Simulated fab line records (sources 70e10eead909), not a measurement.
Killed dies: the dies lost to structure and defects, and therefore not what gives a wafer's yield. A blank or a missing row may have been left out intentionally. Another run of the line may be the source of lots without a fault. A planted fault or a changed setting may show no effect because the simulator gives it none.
Comparing a struck lot with a sound one + flow nand harc + 15 out of 1302 route steps
Sound: wafers L999.1, L999.5, L999.6. The struck wafers were L997.1, L997.4, L997.6. The cause is given at the end.
At each step with rows: each side's tool, then ch and its chambers, then its first start. Under that, the readings that differ: sound wafers + struck wafers + difference of the means + sigmas: that difference in standard deviations of wafers without a fault.
alike: readings with means less than 2 such deviations apart, plus words and numbers identical on both sides. not compared: withheld readings, readings lacking a value on some wafer, bounds such as >300 that could conceal the same value, and numbers that have no deviation in the record and whose values overlap.
The two part at a step that has a row with sigmas, a row that says differs or no value, or rows on one side only. Numbers that don't overlap but have no deviation are shown without sigmas and don't part them. A reading missing from all wafers of one side parts the sides only when that side holds two or more wafers.

first, 9 steps without rows for these wafers: NHARC_P_ZERO_WELL_STRIP_41 (strips in SPM, time 840 s); NHARC_P_ZERO_WELL_DEHYDRATE_44 (time 120 s); NHARC_P_ZERO_WELL_HMDS_45 (time 30 s); NHARC_P_ZERO_WELL_COAT_46; NHARC_P_ZERO_WELL_SOFTBAKE_47 (time 95 s); NHARC_P_ZERO_WELL_EBR_48; NHARC_P_ZERO_WELL_EXPOSE_49 (exposes mask P HVPW, target cd 2000 nm); NHARC_P_ZERO_WELL_PEB_50 (peb time 85 s); NHARC_P_ZERO_WELL_DEVELOP_51 (time 70 s).
NHARC_P_ZERO_WELL_CD_MEAS_52 targets a cd of 2000 nm.
  sound on cd sem-03 ch 0, day 8 08:00; struck on cd sem-03 ch 0, day 7 11:54
| reading    | sound                | struck               | difference | sigmas |
|------------|----------------------|----------------------|------------|--------|
| cd nm (nm) | 2000.0 1999.0 1999.5 | 2002.2 2001.6 2003.3 | +2.9       | +2     |
then, 1 step without rows for these wafers: NHARC_P_ZERO_WELL_HARDBAKE_53 (time 80 s).
NHARC_P_ZERO_WELL_DESCUM_54: chemistry O2, time 3 s.
  sound on rie diel-02 ch 0,2,3, day 8 08:11; struck on rie diel-02 ch 1,3, day 7 12:04
  alike: drypump motor current A, mfc ar sccm, oes product au, rf vpp V, showerhead plenum p Torr, throttle valve pct
  not compared: rf hours counter h
NHARC_P_ZERO_WELL_IMPLANT_55:
  struck on implanter-01, day 7 12:13; sound on implanter-01 ch 0, day 8 08:19
  no value came back on the struck wafers for beam energy keV, beam on s (s), tilt deg (degrees); on the sound wafers beam energy keV reads 180.08 180.04 180.09
following that, these wafers have no rows for 1 step: NHARC_P_ZERO_WELL_IMPLANT_61.
-- record jumps: 23 days between struck wafers' starts before vs after; left off in module P_ZERO_WELL, resumes in module END, first step shown is number 1302 of the route --
NHARC_END_SORT_01:
  at this point the record logs the struck wafers (prober-01 ch 0, day 30 15:34) and has no rows for the sound ones

WHERE THEY PART
Last at NHARC_END_SORT_01 as far as this record goes, first at NHARC_P_ZERO_WELL_CD_MEAS_52.

WHY: the cause the simulator had injected
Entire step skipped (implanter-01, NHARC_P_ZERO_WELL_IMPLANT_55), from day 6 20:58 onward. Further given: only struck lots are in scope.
